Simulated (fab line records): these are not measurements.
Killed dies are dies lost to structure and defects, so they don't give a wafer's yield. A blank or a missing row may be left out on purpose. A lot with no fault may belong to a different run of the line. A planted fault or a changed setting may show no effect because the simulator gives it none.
fab line records    flow n5-finfet
record lots=10  wafers=27  last-day=17
route steps=1938 shown BEOL_M15@1808 MIM_BOT@1833 PASSIVATION@1936
lots that met no fault: from a run of the same line without faults
start-h: hours from the record's first day to the start of the lot's first wafer shown    wait-h: hours from the lot's prior step to this one    " repeats the value in the row above    L1.1+2: several wafers, shown together as one row    - either no value or no given start    * or withheld: withheld    < > ~ a bound
route shown NAME@n: names a module that has steps shown in the file, with the first one's number in the route    usual: average and standard deviation across the fault-free wafers    same: alike in all rows    chamber/n: place in a boat    sites: each site's reading    _std_site: how widely they spread, as a standard deviation    _edge_site: mean of outer sites minus mean of inner sites    radius-mm: how far each site lies from the wafer's centre    mask NAME#n: copy n    behind: tool/chamber where the wafer was last shaped    hold: the reason the lot was held/the length of the hold in hours/how it ended    device: which transistor (n, p or np) failed to switch    end of line: the tests these same wafers got at the end of their route    step lacking rows: just its recipe    killed: dies lost to structure and defects at the first sort, not the wafer's yield    map: the dies of a wafer, with x for killed, . for not killed, _ for no die there
set.NAME: the setting as run; set.NAME@STEP: as run at that earlier step    model.NAME: the simulator's own value behind a step, which no gauge read
one table for each step of the route and one row for each wafer, over a sample of lots
services: a tool's chamber out of use, with start hour (start-h, from the record's first day; less than 0 if before it), hours out, and reason
## steps
# step N5_BEOL_M15_ETCH_61
# recipe chemistry=N2/H2  target=BARC  target-depth-a=890  overetch-a=267  time-s=67.9  ion-energy-ev=200  pressure-mtorr=30  source-w=840  bias-w=150  n2-flow-sccm=200  h2-flow-sccm=200
# usual drypump-motor-current-A=5.7/0.51  oes-product-au=0.69/0.059  rf-vpp-V=524.4/2.2  showerhead-plenum-p-Torr=2.56/0.081  throttle-valve-pct=17.77/0.17
lot.wafer  tool         chamber  start-h  wait-h  drypump-motor-current-A  oes-product-au  rf-hours-counter-h  rf-vpp-V  showerhead-plenum-p-Torr  throttle-valve-pct
L684.1     rie-diel-03  3        265.80   0.0     5.8                      0.74            52                  525.1     2.58                      17.75
L684.4     "            0        "        "       5.7                      0.77            41                  522.9     2.49                      17.37
L684.5     "            1        "        "       6.6                      0.60            -                   525.2     2.61                      17.97
L691.1     rie-diel-03  2        293.00   0.0     6.4                      0.71            72                  527.6     2.70                      17.81
L691.2     "            1        "        "       6.6                      0.61            237                 524.5     2.61                      17.99
L690.3     rie-diel-03  2        296.98   0.0     6.4                      0.71            73                  526.5     2.70                      17.80
L690.5     "            0        "        "       5.7                      0.75            -                   523.3     2.48                      17.38
L695.1     rie-diel-03  1        321.86   0.0     6.6                      0.60            246                 527.2     2.61                      17.99
L695.5     "            3        "        "       5.7                      0.72            -                   523.9     2.57                      17.79
L697.2     rie-diel-01  3        341.30   0.0     5.5                      0.70            84                  524.1     2.57                      17.78
L697.5     "            1        "        "       5.7                      0.63            -                   523.0     2.53                      17.89
L697.6     "            2        "        "       4.9                      0.67            -                   522.3     2.45                      17.58
L699.2     rie-diel-02  2        353.86   0.0     5.0                      0.65            133                 522.0     2.45                      17.94
L699.3     "            0        "        "       6.1                      0.62            201                 527.6     2.64                      17.75
L699.6     "            2        "        "       5.0                      0.65            -                   521.2     2.45                      17.93
L702.1     rie-diel-02  2        361.74   0.0     5.1                      0.65            136                 521.5     2.44                      17.93
L702.5     "            2        "        "       5.1                      0.65            -                   521.2     2.44                      17.95
L702.6     "            1        "        "       5.8                      0.75            -                   520.1     2.48                      17.91
L704.2     rie-diel-03  3        380.40   0.0     5.7                      0.70            89                  524.3     2.57                      17.82
L704.4     "            2        "        "       6.4                      0.69            98                  527.8     2.69                      17.84
L704.5     "            1        "        "       6.6                      0.81            -                   524.7     2.60                      17.57
L705.1     rie-diel-02  0        389.84   0.0     6.1                      0.61            212                 526.5     2.63                      17.76
L705.3     "            1        "        "       5.8                      0.74            49                  521.0     2.48                      17.91
L705.6     "            2        "        "       5.0                      0.64            -                   521.6     2.44                      17.96
L706.3     rie-diel-01  0        398.11   0.0     5.8                      0.66            112                 525.9     2.66                      17.97
L706.4     "            1        "        "       5.7                      0.62            -                   522.6     2.53                      17.93
L706.6     "            3        "        "       5.5                      0.68            -                   523.9     2.56                      17.83
# step N5_BEOL_M15_TRENCH_ETCH_34
# recipe chemistry=C4F8/O2/Ar  target=SiO2  target-depth-a=8729.3  he-inner-torr=15  he-outer-torr=30  time-s=199  ion-energy-ev=800  pressure-mtorr=20  source-w=1905  bias-w=2040  Ar_flow_sccm=400  C4F8_flow_sccm=16  O2_flow_sccm=12
# usual drypump-motor-current-A=5.7/0.51  oes-product-au=0.81/0.069  rf-vpp-V=2227/14  showerhead-plenum-p-Torr=3.46/0.096  throttle-valve-pct=30.80/0.24
lot.wafer  tool         chamber  start-h  wait-h  drypump-motor-current-A  oes-product-au  rf-hours-counter-h  rf-vpp-V  showerhead-plenum-p-Torr  throttle-valve-pct
L684.1     rie-diel-03  3        265.85   0.0     5.7                      0.88            52                  2232      3.48                      30.81
L684.4     "            0        "        "       5.7                      0.90            42                  2242      3.37                      30.39
L684.5     "            1        "        "       6.6                      0.71            -                   2226      3.52                      30.87
L691.1     rie-diel-03  2        293.06   0.0     6.4                      0.83            72                  2209      3.61                      30.75
L691.2     "            1        "        "       6.6                      0.70            238                 2225      3.52                      30.88
L690.3     rie-diel-03  2        297.03   0.0     6.4                      0.83            73                  2210      3.61                      30.72
L690.5     "            0        "        "       5.6                      0.87            -                   2242      3.36                      30.40
L695.1     rie-diel-03  1        321.91   0.0     6.6                      0.69            246                 2224      3.51                      30.87
L695.5     "            3        "        "       5.8                      0.85            -                   2233      3.48                      30.83
L697.2     rie-diel-01  3        341.35   0.0     5.5                      0.82            85                  2258      3.48                      30.95
L697.5     "            1        "        "       5.7                      0.74            -                   2234      3.42                      30.88
L697.6     "            2        "        "       4.9                      0.78            -                   2220      3.31                      30.56
L699.2     rie-diel-02  2        353.92   0.0     5.0                      0.76            133                 2205      3.32                      31.04
L699.3     "            0        "        "       6.1                      0.72            201                 2224      3.53                      30.44
L699.6     "            2        "        "       5.1                      0.76            -                   2203      3.32                      31.04
L702.1     rie-diel-02  2        361.80   0.0     5.0                      0.76            136                 2203      3.32                      31.03
L702.5     "            2        "        "       5.0                      0.76            -                   2203      3.32                      31.04
L702.6     "            1        "        "       5.8                      0.87            -                   2221      3.37                      31.11
L704.2     rie-diel-03  3        380.45   0.0     5.7                      0.81            89                  2231      3.47                      30.83
L704.4     "            2        "        "       6.4                      0.79            98                  2209      3.60                      30.75
L704.5     "            1        "        "       6.6                      0.94            -                   2224      3.51                      30.64
L705.1     rie-diel-02  0        389.89   0.0     6.1                      0.72            212                 2223      3.52                      30.46
L705.3     "            1        "        "       5.8                      0.86            49                  2221      3.36                      31.11
L705.6     "            2        "        "       5.1                      0.76            -                   2202      3.31                      31.05
L706.3     rie-diel-01  0        398.16   0.0     5.8                      0.78            112                 2229      3.60                      31.17
L706.4     "            1        "        "       5.7                      0.73            -                   2232      3.41                      30.90
L706.6     "            3        "        "       5.5                      0.80            -                   2258      3.47                      30.97
# step N5_BEOL_M15_CMP_49
# recipe stop-on=SiO2  t-overpolish-s=4.9  down-force-psi=2  platen-rpm=80  clearing-platen-down-force-psi=2  clearing-platen-rpm=80  post-cmp-clean=cu-alkaline  target-thk-nm=850  clearing-platen-pad-velocity-m-s=1.5917  pad-velocity-m-s=1.5917
# usual motor-current-A=8.5/0.91
lot.wafer  tool    chamber  start-h  wait-h  motor-current-A
L684.4     cmp-04  2        268.25   0.3     9.3
L684.1     "       3        "        "       8.4
L684.5     "       1        "        "       9.0
L691.1     cmp-04  1        295.05   0.3     9.5
L691.2     "       0        "        "       6.8
L690.3     cmp-04  3        301.58   0.3     8.4
L690.5     "       0        "        "       7.4
L695.1     cmp-03  1        326.80   0.5     8.7
L695.5     "       1        "        "       8.9
L697.2     cmp-04  1        344.89   0.2     9.5
L697.6     "       0        "        "       7.4
L697.5     "       1        "        "       9.3
L699.3     cmp-02  1        357.08   0.2     9.4
L699.2     "       2        "        "       7.5
L699.6     "       0        "        "       7.1
L702.1     cmp-03  2        364.56   0.3     9.0
L702.5     "       1        "        "       8.7
L702.6     "       2        "        "       9.4
L704.2     cmp-02  2        383.84   0.2     7.9
L704.4     "       3        "        "       7.4
L704.5     "       2        "        "       7.6
L705.3     cmp-04  1        396.86   0.2     9.6
L705.1     "       2        "        "       9.5
L705.6     "       1        "        "       9.3
L706.3     cmp-03  0        400.06   0.2     8.3
L706.4     "       3        "        "       8.0
L706.6     "       0        "        "       7.9
# step N5_BEOL_M15_THK_MEAS_50
# recipe thk-meas-gauge=xrf  reads=Cu_of_BEOL_M15_ECD_47
# usual M15_THK=852/10
lot.wafer  tool           chamber  start-h  wait-h  M15_THK[nm]
L684.1     film-metro-02  -        268.47   -       883
L684.4     "              -        "        "       864
L684.5     "              -        "        "       852
L691.1     film-metro-01  -        295.34   -       650
L691.2     "              -        "        "       856
L690.3     film-metro-02  -        301.76   -       645
L690.5     "              -        "        "       850
L695.1     film-metro-01  -        327.05   -       631
L695.5     "              -        "        "       862
L697.2     film-metro-02  -        345.15   -       851
L697.5     "              -        "        "       860
L697.6     "              -        "        "       863
L699.2     film-metro-02  -        357.30   -       847
L699.3     "              -        "        "       834
L699.6     "              -        "        "       844
L702.1     film-metro-02  -        364.81   -       851
L702.5     "              -        "        "       855
L702.6     "              -        "        "       855
L704.2     film-metro-01  -        384.10   -       856
L704.4     "              -        "        "       839
L704.5     "              -        "        "       862
L705.1     film-metro-02  -        397.12   -       848
L705.3     "              -        "        "       865
L705.6     "              -        "        "       859
L706.3     film-metro-02  -        400.36   -       853
L706.4     "              -        "        "       855
L706.6     "              -        "        "       851
# step N5_BEOL_M15_RS_MEAS_54
# recipe thk-meas-gauge=four-point-probe  reads=Cu_of_BEOL_M15_ECD_47+Ta_of_BEOL_M15_SPUTTER_44+TaN_of_BEOL_M15_SPUTTER_43
# usual M15_RS=0.02155/0.00024
lot.wafer  tool           chamber  start-h  wait-h  M15_RS[ohm/sq]
L684.1     film-metro-02  -        268.59   0.0     0.02068
L684.4     "              -        "        "       0.02131
L684.5     "              -        "        "       0.0215
L691.1     film-metro-02  -        295.47   0.0     0.02878
L691.2     "              -        "        "       0.02165
L690.3     film-metro-02  -        301.89   0.1     0.02905
L690.5     "              -        "        "       0.02199
L695.1     film-metro-01  -        327.18   0.0     0.02903
L695.5     "              -        "        "       0.02101
L697.2     film-metro-01  -        345.28   0.1     0.02155
L697.5     "              -        "        "       0.02125
L697.6     "              -        "        "       0.02118
L699.2     film-metro-02  -        357.43   0.1     0.02149
L699.3     "              -        "        "       0.02176
L699.6     "              -        "        "       0.02155
L702.1     film-metro-02  -        364.94   0.0     0.02178
L702.5     "              -        "        "       0.02161
L702.6     "              -        "        "       0.02155
L704.2     film-metro-01  -        384.23   0.1     0.02153
L704.4     "              -        "        "       0.02192
L704.5     "              -        "        "       0.02139
L705.1     film-metro-01  -        397.25   0.0     0.02163
L705.3     "              -        "        "       0.02139
L705.6     "              -        "        "       0.02146
L706.3     film-metro-01  -        400.48   0.1     0.02143
L706.4     "              -        "        "       0.02154
L706.6     "              -        "        "       0.02156
# step N5_MIM_BOT_SPUTTER_00
# recipe material=TiN  target-thk-a=350  temp-c=200  power-w=3000  chamber-pressure-pa=0.49996  gas=Ar  reactive-partial-pa=0.37997  time-s=89.7
# usual chamber-pressure-pa=0.5001/0.00089  throttle-valve-pct=30.2/0.93
lot.wafer  tool            chamber  start-h  wait-h  chamber-pressure-pa  throttle-valve-pct
L684.1     pvd-sputter-03  -        271.09   0.0     0.4980               30.1
L684.4     "               -        "        "       0.4997               30.9
L684.5     "               -        "        "       0.4986               30.9
L691.1     pvd-sputter-03  -        296.70   0.0     0.5003               28.4
L691.2     "               -        "        "       0.5008               31.1
L690.3     pvd-sputter-02  -        303.63   0.0     0.5005               31.6
L690.5     "               -        "        "       0.5002               30.3
L695.1     pvd-sputter-01  -        330.31   0.0     0.4997               31.6
L695.5     "               -        "        "       0.4999               31.4
L697.2     pvd-sputter-02  -        346.98   0.0     0.5001               29.6
L697.5     "               -        "        "       0.5007               31.1
L697.6     "               -        "        "       0.4993               29.5
L699.2     pvd-sputter-03  -        359.80   0.0     0.5010               31.1
L699.3     "               -        "        "       0.5007               30.6
L699.6     "               -        "        "       0.5009               30.5
L702.1     pvd-sputter-03  -        366.48   0.0     0.4997               30.2
L702.5     "               -        "        "       0.5010               30.2
L702.6     "               -        "        "       0.4988               28.5
L704.2     pvd-sputter-02  -        386.09   0.0     0.4991               29.3
L704.4     "               -        "        "       0.4998               31.1
L704.5     "               -        "        "       0.4990               29.6
L705.1     pvd-sputter-02  -        399.06   0.0     0.5001               29.5
L705.3     "               -        "        "       0.4999               30.2
L705.6     "               -        "        "       0.5010               29.5
L706.3     pvd-sputter-03  -        404.49   0.0     0.4994               30.2
L706.4     "               -        "        "       0.5008               30.9
L706.6     "               -        "        "       0.4997               30.9
# step N5_PASSIVATION_PROBE_49
# usual defect-limited-yield=91.3/1.4  killed_at_M0_to_M3=34/10  killed_at_M4_up=13/4.8  killed-at-contacts=12/6.1  killed-at-front-end=40/11  killed-at-other=3.7/2.8  killed-dies=103/16  killed-open=67/12  killed-short=34/7.4  sort_bin_5_function=5.1/0.95  sort_bin_6_memory=3.2/0.62  sort_bin_8_speed=0/0  sort-n-pass=1077/16
# same gross-dies=1180  killed-at-back-side=0  sort_bin_4_leakage[%]=0
lot.wafer  tool       chamber  start-h  wait-h  defect-limited-yield[%]  killed_at_M0_to_M3  killed_at_M4_up  killed-at-contacts  killed-at-front-end  killed-at-other  killed-dies  killed-open  killed-short  sort_bin_5_function[%]  sort_bin_6_memory[%]  sort_bin_8_speed[%]  sort-n-pass
L684.1     prober-01  -        284.83   0.0     86.0                     46                  20               36                  57                   6                165          106          59            8.6                     5.2                   0                    1015
L684.4     prober-01  -        284.98   0.2     90.2                     54                  11               16                  32                   3                116          75           37            5.9                     3.2                   0                    1064
L684.5     prober-01  -        285.03   0.2     91.3                     45                  10               13                  27                   8                103          71           32            4.9                     3.6                   0                    1077
L691.1     prober-02  -        307.39   0.0     91.1                     30                  16               16                  37                   6                105          78           25            5.9                     2.9                   0.08                 1075
L691.2     prober-02  -        307.44   0.1     91.4                     38                  12               6                   41                   4                101          59           41            4.0                     4.1                   0                    1079
L690.3     prober-02  -        315.84   0.1     91.2                     34                  11               14                  36                   9                104          70           34            5.5                     3.1                   0                    1076
L690.5     prober-02  -        315.94   0.2     90.1                     40                  18               15                  38                   6                117          75           42            5.7                     3.8                   0                    1063
L695.1     prober-01  -        342.79   0.0     90.6                     28                  14               11                  50                   8                111          68           40            5.3                     3.5                   0.17                 1069
L695.5     prober-01  -        342.99   0.2     93.0                     35                  11               3                   25                   9                83           49           32            4.4                     2.5                   0                    1097
L697.2     prober-02  -        361.02   0.1     93.6                     32                  10               10                  21                   2                75           53           21            4.0                     2.1                   0                    1105
L697.5     prober-02  -        361.17   0.2     94.2                     17                  6                10                  35                   0                68           44           22            3.4                     2.2                   0                    1112
L697.6     prober-02  -        361.22   0.3     92.6                     28                  11               12                  35                   1                87           59           28            4.3                     3.0                   0                    1093
L699.2     prober-02  -        371.78   0.1     90.9                     36                  25               16                  30                   0                107          76           31            5.4                     3.4                   0                    1073
L699.3     prober-02  -        371.83   0.1     89.9                     37                  11               31                  35                   5                119          78           39            5.3                     4.2                   0                    1061
L699.6     prober-02  -        371.98   0.3     93.8                     22                  10               17                  22                   2                73           41           26            3.7                     2.1                   0                    1107
L702.1     prober-01  -        382.43   0.0     91.6                     26                  26               14                  31                   2                99           69           27            4.4                     3.8                   0                    1081
L702.5     prober-01  -        382.63   0.2     90.8                     33                  14               12                  47                   3                109          71           37            5.3                     3.6                   0                    1071
L702.6     prober-01  -        382.68   0.3     93.5                     22                  16               13                  25                   1                77           53           24            3.5                     2.9                   0                    1103
L704.2     prober-02  -        400.49   0.1     91.0                     38                  17               17                  33                   1                106          65           37            4.2                     4.0                   0                    1074
L704.4     prober-02  -        400.59   0.2     92.3                     33                  17               12                  29                   0                91           51           36            4.5                     2.9                   0                    1089
L704.5     prober-02  -        400.64   0.2     91.7                     37                  11               12                  35                   3                98           63           30            5.8                     1.9                   0                    1082
L705.1     prober-02  -        410.92   0.0     88.4                     32                  18               15                  65                   7                137          87           49            7.2                     3.7                   0                    1043
L705.3     prober-02  -        411.02   0.1     92.5                     23                  7                12                  42                   5                89           61           27            4.4                     2.8                   0                    1091
L705.6     prober-02  -        411.17   0.3     90.3                     42                  9                7                   51                   6                115          72           42            5.3                     4.0                   0                    1065
L706.3     prober-02  -        416.13   0.1     92.2                     22                  7                15                  45                   3                92           61           29            4.7                     2.7                   0                    1088
L706.4     prober-02  -        416.18   0.2     91.4                     36                  13               21                  29                   2                101          65           35            5.6                     2.9                   0                    1079
L706.6     prober-02  -        416.28   0.3     89.2                     53                  19               13                  42                   1                128          89           36            6.4                     4.1                   0                    1052
# killed by level:class
L684.1 MOL_CONTACT_COAG:geometric-particle:open=31 FIN_SAQP:geometric-particle:short=18 BEOL_M0_SAQP:geometric-particle:open=16 BEOL_M0_SAQP:geometric-particle:short=11 FIN_SAQP:geometric-particle:open=10 BEOL_M4:geometric-particle:open=8 BEOL_M3:geometric-particle:open=7 MOL_CONTACT_COAG:geometric-particle:short=5
L684.4 BEOL_M0_SAQP:geometric-particle:short=14 BEOL_M0_SAQP:geometric-particle:open=14 FIN_SAQP:geometric-particle:open=11 MOL_CONTACT_COAG:geometric-particle:open=11 BEOL_M2:geometric-particle:open=9 BEOL_M1:geometric-particle:open=7 MOL_CONTACT_COAG:geometric-particle:short=5 BEOL_M0:geometric-particle:open=4
L684.5 BEOL_M2:geometric-particle:open=13 MOL_CONTACT_COAG:geometric-particle:open=12 BEOL_M0_SAQP:geometric-particle:open=9 BEOL_M0_SAQP:geometric-particle:short=8 BEOL_M1:geometric-particle:open=7 FIN_SAQP:geometric-particle:open=6 FIN_SAQP:geometric-particle:short=4 STARTING-WAFER:geometric-particle:short=4
L691.1 MOL_CONTACT_COAG:geometric-particle:open=12 BEOL_M1:geometric-particle:open=12 FIN_SAQP:geometric-particle:short=8 BEOL_M2:geometric-particle:open=8 GATE_CUT:geometric-particle:open=8 BEOL_M4:geometric-particle:open=7 PAD_METAL:geometric-particle:open=4 ILD0:geometric-particle:open=4
L691.2 BEOL_M0_SAQP:geometric-particle:open=12 FIN_SAQP:geometric-particle:short=10 BEOL_M0_SAQP:geometric-particle:short=10 BEOL_M4:geometric-particle:open=7 STI_FIN_REVEAL:geometric-particle:open=6 FIN_SAQP:geometric-particle:open=5 GATE_CUT:geometric-particle:short=5 BEOL_M0:geometric-particle:open=4
L690.3 STI_FIN_REVEAL:geometric-particle:open=13 MOL_CONTACT_COAG:geometric-particle:open=12 BEOL_M0_SAQP:geometric-particle:open=12 BEOL_M0_SAQP:geometric-particle:short=7 BEOL_M3:geometric-particle:open=7 STI_FIN_REVEAL:geometric-particle:short=5 MIM_TOP_ETCH:geometric-particle:open=5 BEOL_M2:geometric-particle:open=4
L690.5 BEOL_M0_SAQP:geometric-particle:short=12 MOL_CONTACT_COAG:geometric-particle:open=11 BEOL_M0_SAQP:geometric-particle:open=11 STI_FIN_REVEAL:geometric-particle:open=7 DUMMY_GATE:geometric-particle:open=7 BEOL_M4:geometric-particle:open=6 BEOL_M4:geometric-particle:short=6 BEOL_M3:geometric-particle:open=6
L695.1 STI_FIN_REVEAL:geometric-particle:open=17 FIN_SAQP:geometric-particle:open=11 FIN_SAQP:geometric-particle:short=10 BEOL_M0_SAQP:geometric-particle:short=10 BEOL_M0_SAQP:geometric-particle:open=10 BEOL_M4:geometric-particle:open=8 MOL_CONTACT_COAG:geometric-particle:open=7 STI_FIN_REVEAL:geometric-particle:short=5
L695.5 BEOL_M0_SAQP:geometric-particle:open=10 FIN_SAQP:geometric-particle:open=7 BEOL_M0_SAQP:geometric-particle:short=6 BEOL_M2:geometric-particle:short=6 GATE_CUT:geometric-particle:short=4 BEOL_M2:geometric-particle:open=4 BEOL_M3:geometric-particle:short=4 BEOL_M4:geometric-particle:open=4
L697.2 MOL_CONTACT_COAG:geometric-particle:open=10 BEOL_M2:geometric-particle:open=6 BEOL_M0_SAQP:geometric-particle:open=5 BEOL_M1:geometric-particle:open=5 FIN_SAQP:geometric-particle:open=4 DUMMY_GATE:geometric-particle:open=4 BEOL_M0_SAQP:geometric-particle:short=4 BEOL_M3:geometric-particle:open=4
L697.5 MOL_CONTACT_COAG:geometric-particle:open=8 FIN_SAQP:geometric-particle:open=7 FIN_SAQP:geometric-particle:short=6 STI_FIN_REVEAL:geometric-particle:open=6 BEOL_M0_SAQP:geometric-particle:open=6 BEOL_M1:geometric-particle:open=5 STARTING-WAFER:geometric-particle:short=5 DUMMY_GATE:geometric-particle:open=4
L697.6 STI_FIN_REVEAL:geometric-particle:open=8 BEOL_M1:geometric-particle:open=8 MOL_CONTACT_COAG:geometric-particle:short=6 MOL_CONTACT_COAG:geometric-particle:open=6 STARTING-WAFER:geometric-particle:open=6 BEOL_M2:geometric-particle:open=5 BEOL_M3:geometric-particle:open=5 FIN_SAQP:geometric-particle:open=4
L699.2 BEOL_M4:geometric-particle:open=20 MOL_CONTACT_COAG:geometric-particle:open=13 STI_FIN_REVEAL:geometric-particle:open=8 BEOL_M1:geometric-particle:open=8 BEOL_M0_SAQP:geometric-particle:open=7 BEOL_M0_SAQP:geometric-particle:short=6 BEOL_M3:geometric-particle:open=6 DUMMY_GATE:geometric-particle:open=4
L699.3 MOL_CONTACT_COAG:geometric-particle:open=22 FIN_SAQP:geometric-particle:short=9 BEOL_M0_SAQP:geometric-particle:open=9 MOL_CONTACT_COAG:geometric-particle:short=8 BEOL_M1:geometric-particle:open=8 BEOL_M3:geometric-particle:open=8 STI_FIN_REVEAL:geometric-particle:open=6 FIN_SAQP:geometric-particle:open=5
L699.6 MOL_CONTACT_COAG:geometric-particle:open=10 BEOL_M1:geometric-particle:open=9 MOL_CONTACT_COAG:geometric-particle:short=5 FIN_SAQP:geometric-particle:open=4 GATE_CUT:geometric-particle:short=4 BEOL_M4:geometric-particle:open=4 DUMMY_GATE:geometric-particle:open=3 BEOL_M0_SAQP:geometric-particle:short=3
L702.1 MOL_CONTACT_COAG:geometric-particle:open=12 BEOL_M4:geometric-particle:open=10 BEOL_M0_SAQP:geometric-particle:open=10 DUMMY_GATE:geometric-particle:open=5 STI_FIN_REVEAL:geometric-particle:open=5 BEOL_M1:geometric-particle:open=5 FIN_SAQP:geometric-particle:short=3 GATE_CUT:geometric-particle:open=3
L702.5 STI_FIN_REVEAL:geometric-particle:open=11 BEOL_M0_SAQP:geometric-particle:open=11 BEOL_M0_SAQP:geometric-particle:short=11 MOL_CONTACT_COAG:geometric-particle:open=10 FIN_SAQP:geometric-particle:open=7 FIN_SAQP:geometric-particle:short=6 BEOL_M4:geometric-particle:open=6 DUMMY_GATE:geometric-particle:open=4
L702.6 MOL_CONTACT_COAG:geometric-particle:open=12 BEOL_M2:geometric-particle:open=7 BEOL_M0_SAQP:geometric-particle:short=5 BEOL_M4:geometric-particle:open=5 FIN_SAQP:geometric-particle:short=3 FIN_SAQP:geometric-particle:open=3 STI_FIN_REVEAL:geometric-particle:open=3 DUMMY_GATE:geometric-particle:short=3
L704.2 MOL_CONTACT_COAG:geometric-particle:open=15 BEOL_M0_SAQP:geometric-particle:open=13 BEOL_M0_SAQP:geometric-particle:short=12 BEOL_M4:geometric-particle:open=8 FIN_SAQP:geometric-particle:open=5 BEOL_M1:geometric-particle:open=5 DUMMY_GATE:geometric-particle:open=4 DUMMY_GATE:geometric-particle:short=4
L704.4 BEOL_M0_SAQP:geometric-particle:open=14 BEOL_M0_SAQP:geometric-particle:short=8 MOL_CONTACT_COAG:geometric-particle:open=7 FIN_SAQP:geometric-particle:short=6 GATE_CUT:geometric-particle:short=5 MOL_CONTACT_COAG:geometric-particle:short=5 BEOL_M4:geometric-particle:short=5 BEOL_M4:geometric-particle:open=5
L704.5 MOL_CONTACT_COAG:geometric-particle:open=10 BEOL_M0_SAQP:geometric-particle:open=9 BEOL_M0_SAQP:geometric-particle:short=8 BEOL_M0:geometric-particle:open=7 DUMMY_GATE:geometric-particle:open=5 BEOL_M3:geometric-particle:open=5 FIN_SAQP:geometric-particle:open=4 ILD0:geometric-particle:short=4
L705.1 FIN_SAQP:geometric-particle:short=18 STI_FIN_REVEAL:geometric-particle:open=15 FIN_SAQP:geometric-particle:open=13 MOL_CONTACT_COAG:geometric-particle:open=10 BEOL_M1:geometric-particle:open=10 BEOL_M4:geometric-particle:open=10 BEOL_M0_SAQP:geometric-particle:short=8 GATE_CUT:geometric-particle:short=6
L705.3 STI_FIN_REVEAL:geometric-particle:open=12 MOL_CONTACT_COAG:geometric-particle:open=9 BEOL_M3:geometric-particle:open=6 FIN_SAQP:geometric-particle:short=5 BEOL_M0_SAQP:geometric-particle:short=5 BEOL_M1:geometric-particle:open=5 STI_FIN_REVEAL:geometric-particle:short=4 SPACER0:geometric-particle:open=4
L705.6 BEOL_M0_SAQP:geometric-particle:open=15 BEOL_M0_SAQP:geometric-particle:short=14 FIN_SAQP:geometric-particle:open=13 FIN_SAQP:geometric-particle:short=8 STI_FIN_REVEAL:geometric-particle:open=8 BEOL_M2:geometric-particle:open=8 GATE_CUT:geometric-particle:short=7 MOL_CONTACT_COAG:geometric-particle:open=6
L706.3 MOL_CONTACT_COAG:geometric-particle:open=13 STI_FIN_REVEAL:geometric-particle:open=9 DUMMY_GATE:geometric-particle:open=6 BEOL_M2:geometric-particle:open=6 BEOL_M0_SAQP:geometric-particle:short=5 ILD0:geometric-particle:short=5 BEOL_M0_SAQP:geometric-particle:open=5 GATE_CUT:geometric-particle:short=4
L706.4 MOL_CONTACT_COAG:geometric-particle:open=16 BEOL_M2:geometric-particle:short=7 BEOL_M0_SAQP:geometric-particle:open=7 BEOL_M0_SAQP:geometric-particle:short=7 GATE_CUT:geometric-particle:short=6 BEOL_M4:geometric-particle:open=6 BEOL_M3:geometric-particle:open=6 MOL_CONTACT_COAG:geometric-particle:short=5
L706.6 BEOL_M0_SAQP:geometric-particle:open=13 MOL_CONTACT_COAG:geometric-particle:open=11 BEOL_M3:geometric-particle:open=11 STI_FIN_REVEAL:geometric-particle:open=9 BEOL_M0_SAQP:geometric-particle:short=9 BEOL_M4:geometric-particle:open=8 DUMMY_GATE:geometric-particle:open=7 GATE_CUT:geometric-particle:open=5
## services
tool            chamber  start-h  hours  kind
rie-diel-02     3        256.42   2.8    repair
cmp-02          -        264.59   5.4    pm
rie-diel-02     2        267.02   6.3    repair
cmp-03          -        281.72   1.9    repair
cmp-03          -        285.20   0.5    repair
cmp-04          -        295.51   4.1    repair
cmp-02          -        296.11   2.5    repair
pvd-sputter-01  -        300.26   1.2    repair
rie-diel-01     0        301.30   18.0   repair
rie-diel-01     2        304.72   3.9    repair
cmp-04          -        309.66   4.0    pm
rie-diel-02     -        315.20   0.5    repair
cmp-02          -        316.20   11.3   repair
pvd-sputter-01  -        330.77   4.0    repair
rie-diel-02     2        334.70   5.6    repair
rie-diel-03     -        349.76   2.8    pm
cmp-02          -        354.08   0.9    repair
rie-diel-03     2        355.42   7.3    repair
rie-diel-02     1        363.63   4.7    repair
rie-diel-03     0        381.20   5.1    repair
rie-diel-03     3        388.05   3.0    repair
pvd-sputter-02  -        390.31   1.5    repair
rie-diel-01     2        396.66   7.9    repair
cmp-02          -        397.18   3.5    repair
## key
first-sign step=N5_BEOL_M15_THK_MEAS_50  reading=M15_THK  direction=down  sigmas=20  usual=852  struck=642
effect step=N5_BEOL_M15_RS_MEAS_54  reading=M15_RS  direction=up  sigmas=31  usual=0.02155  struck=0.02895
met-at N5_BEOL_M15_TRENCH_ETCH_34
struck-lots L690,L691,L695
struck-wafers L690.3,L691.1,L695.1
not-acting-at N5_BEOL_M15_ETCH_61,N5_BEOL_M15_CMP_49,N5_MIM_BOT_SPUTTER_00
onset-between 265.85 293.06
fault kind=process-parameter-drift  tool=rie-diel-03  chamber=-  onset-h=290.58  steps=N5_BEOL_M15_TRENCH_ETCH_34  channel=time-s  offset=*  shape=step  end-h=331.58  scope=struck-wafers-only  acts-in=*  stated=*
